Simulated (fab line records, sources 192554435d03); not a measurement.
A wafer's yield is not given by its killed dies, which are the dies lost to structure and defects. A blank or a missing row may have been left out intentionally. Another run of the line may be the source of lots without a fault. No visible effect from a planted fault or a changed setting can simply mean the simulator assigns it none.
Chamber matching :: flow n5-finfet :: N5_MOL_CONTACT_COAG_ALD_131 on ald-sin-02: 4 sister chambers
The step deposits SiO2, target thk 5 nm, pulse time 1 s, co reactant pulse time 1 s. 7 wafers are shown with their chamber, then 7 later ones without.

== EACH WAFER AND ITS CHAMBER ==
wafer: L079.6
chamber: 0
heater-power-w (W): 76
precursor-pulse-height-rel: 1.026

wafer: L087.2
chamber: 2
heater-power-w (W): 86
precursor-pulse-height-rel: 0.984

wafer: L088.3
chamber: 1
heater-power-w (W): 66
precursor-pulse-height-rel: 1.008

wafer: L088.4
chamber: 3
heater-power-w (W): 88
precursor-pulse-height-rel: 1.000

wafer: L088.5
chamber: 1
heater-power-w (W): 68
precursor-pulse-height-rel: 1.035

wafer: L090.1
chamber: 3
heater-power-w (W): 89
precursor-pulse-height-rel: 0.995

wafer: L090.4
chamber: 0
heater-power-w (W): 76
precursor-pulse-height-rel: 0.992

== WAFERS WITHOUT THEIR CHAMBER ==
wafer: L090.5
heater-power-w (W): 87
precursor-pulse-height-rel: 1.026

wafer: L093.1
heater-power-w (W): 88
precursor-pulse-height-rel: 1.026

wafer: L093.3
heater-power-w (W): 77
precursor-pulse-height-rel: 0.998

wafer: L093.4
heater-power-w (W): 87
precursor-pulse-height-rel: 0.982

wafer: L094.1
heater-power-w (W): 87
precursor-pulse-height-rel: 1.034

wafer: L094.4
heater-power-w (W): 85
precursor-pulse-height-rel: 1.008

wafer: L094.6
heater-power-w (W): 77
precursor-pulse-height-rel: 0.989

== EACH ONE'S CHAMBER ==
wafer: L090.5
from the rows above: can't be placed: 3 or 2
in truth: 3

wafer: L093.1
from the rows above: can't be placed: 3 or 2
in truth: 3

wafer: L093.3
from the rows above: 0
in truth: 0

wafer: L093.4
from the rows above: can't be placed: 2 or 3
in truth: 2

wafer: L094.1
from the rows above: can't be placed: 3 or 2
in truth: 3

wafer: L094.4
from the rows above: 2
in truth: 2

wafer: L094.6
from the rows above: 0
in truth: 0
Correctly placed: 3 of 7. Not placeable from these rows: 4 (in 4, the candidates include the true chamber). Placed wrongly: 0.
How it was worked out, from the rows above alone: a wafer's distance from a chamber is the root of the sum, over the readings, of the square of ((its reading less the chamber's mean) divided by the reading's scatter). The wafer belongs to the nearest chamber; if the next one is less than 2 further off, it can't be placed. A chamber's mean is the mean of its shown wafers. How the scatter is found: for the shown wafers, subtract from each reading the mean of its chamber, square and add these, divide the total by (wafers less chambers), then take the root.
